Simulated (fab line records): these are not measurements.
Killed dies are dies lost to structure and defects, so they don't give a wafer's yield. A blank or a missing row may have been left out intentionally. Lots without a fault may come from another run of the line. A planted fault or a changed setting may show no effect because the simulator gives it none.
Matching of chambers + flow n5-finfet + 3 sister chambers for N5_BEOL_M0_SAQP_PECVD_97 on pecvd-02
The step deposits SiNx from SiH4/NH3/N2, target thk 23 nm, time 19.9 s. 24 wafers are shown with their chamber, then 12 later ones without.

== EACH WAFER AND ITS CHAMBER ==
| wafer  | chamber | throttle-valve-pct (%) | showerhead-plenum-p-Torr (Torr) | showerhead-vpp-V (V) |
|--------|---------|------------------------|---------------------------------|----------------------|
| L074.1 | 0       | 40.8                   | 5.18                            | 1101                 |
| L074.3 | 1       | 43.8                   | 5.25                            | 986                  |
| L074.5 | 1       | 43.5                   | 5.25                            | 993                  |
| L077.1 | 1       | 43.7                   | 5.25                            | 992                  |
| L077.3 | 2       | 38.6                   | 5.21                            | 1048                 |
| L077.5 | 2       | 38.6                   | 5.22                            | 1065                 |
| L078.2 | 2       | 38.7                   | 5.21                            | 1061                 |
| L078.4 | 1       | 43.7                   | 5.24                            | 1011                 |
| L078.5 | 2       | 38.7                   | 5.21                            | 1060                 |
| L082.2 | 2       | 38.8                   | 5.22                            | 1070                 |
| L082.4 | 2       | 39.0                   | 5.21                            | 1043                 |
| L082.6 | 0       | 40.8                   | 5.17                            | 1067                 |
| L083.2 | 1       | 43.7                   | 5.27                            | 992                  |
| L083.4 | 1       | 43.8                   | 5.26                            | 1007                 |
| L083.5 | 0       | 40.9                   | 5.17                            | 1047                 |
| L088.2 | 0       | 40.8                   | 5.15                            | 1077                 |
| L088.3 | 2       | 38.7                   | 5.21                            | 1061                 |
| L088.5 | 2       | 38.8                   | 5.21                            | 1044                 |
| L089.2 | 0       | 41.0                   | 5.18                            | 1087                 |
| L089.4 | 1       | 44.0                   | 5.25                            | 1006                 |
| L089.6 | 0       | 40.7                   | 5.18                            | 1091                 |
| L091.2 | 1       | 43.7                   | 5.26                            | 995                  |
| L091.4 | 1       | 43.8                   | 5.26                            | 1020                 |
| L091.6 | 2       | 38.9                   | 5.21                            | 1050                 |

SIGNATURES (means of the wafers above)
| reading                  | chamber 0 | chamber 1 | chamber 2 | scatter within a chamber |
|--------------------------|-----------|-----------|-----------|--------------------------|
| throttle-valve-pct       | 40.833    | 43.744    | 38.756    | 0.127                    |
| showerhead-plenum-p-Torr | 5.1717    | 5.2544    | 5.2122    | 0.00834                  |
| showerhead-vpp-V         | 1078.33   | 1000.22   | 1055.78   | 13.1                     |
Rule: a wafer lies at a distance from a chamber equal to the root of the sum of squares, over the readings, of (its reading less the chamber's mean, divided by the reading's scatter). If the next closest chamber is less than 2 further off than the closest, the wafer can't be placed; otherwise it belongs to the closest. The scatter is the square root of a quotient: the sum, over the shown wafers, of each reading's squared deviation from its chamber's mean, divided by wafers minus chambers.

== WAFERS WITHOUT THEIR CHAMBER ==
| wafer  | throttle-valve-pct (%) | showerhead-plenum-p-Torr (Torr) | showerhead-vpp-V (V) |
|--------|------------------------|---------------------------------|----------------------|
| L094.4 | 40.7                   | 5.17                            | 1070                 |
| L094.5 | 43.7                   | 5.25                            | 990                  |
| L094.6 | 39.0                   | 5.22                            | 1078                 |
| L095.1 | 43.6                   | 5.25                            | 991                  |
| L095.5 | 43.9                   | 5.26                            | 1000                 |
| L095.6 | 39.1                   | 5.21                            | 1068                 |
| L097.1 | 40.5                   | 5.16                            | 1085                 |
| L097.4 | 40.8                   | 5.18                            | 1077                 |
| L097.5 | 38.9                   | 5.21                            | 1046                 |
| L096.1 | 40.8                   | 5.18                            | 1075                 |
| L096.2 | 39.2                   | 5.22                            | 1056                 |
| L096.3 | 43.7                   | 5.24                            | 998                  |

== WHICH CHAMBER EACH ONE RAN IN ==
| wafer  | from the rows above | in truth |
|--------|---------------------|----------|
| L094.4 | 0                   | 0        |
| L094.5 | 1                   | 1        |
| L094.6 | 2                   | 2        |
| L095.1 | 1                   | 1        |
| L095.5 | 1                   | 1        |
| L095.6 | 2                   | 2        |
| L097.1 | 0                   | 0        |
| L097.4 | 0                   | 0        |
| L097.5 | 2                   | 2        |
| L096.1 | 0                   | 0        |
| L096.2 | 2                   | 2        |
| L096.3 | 1                   | 1        |
12 of 12 placed correctly. Can't be placed from these rows: 0. Placed wrongly: 0.
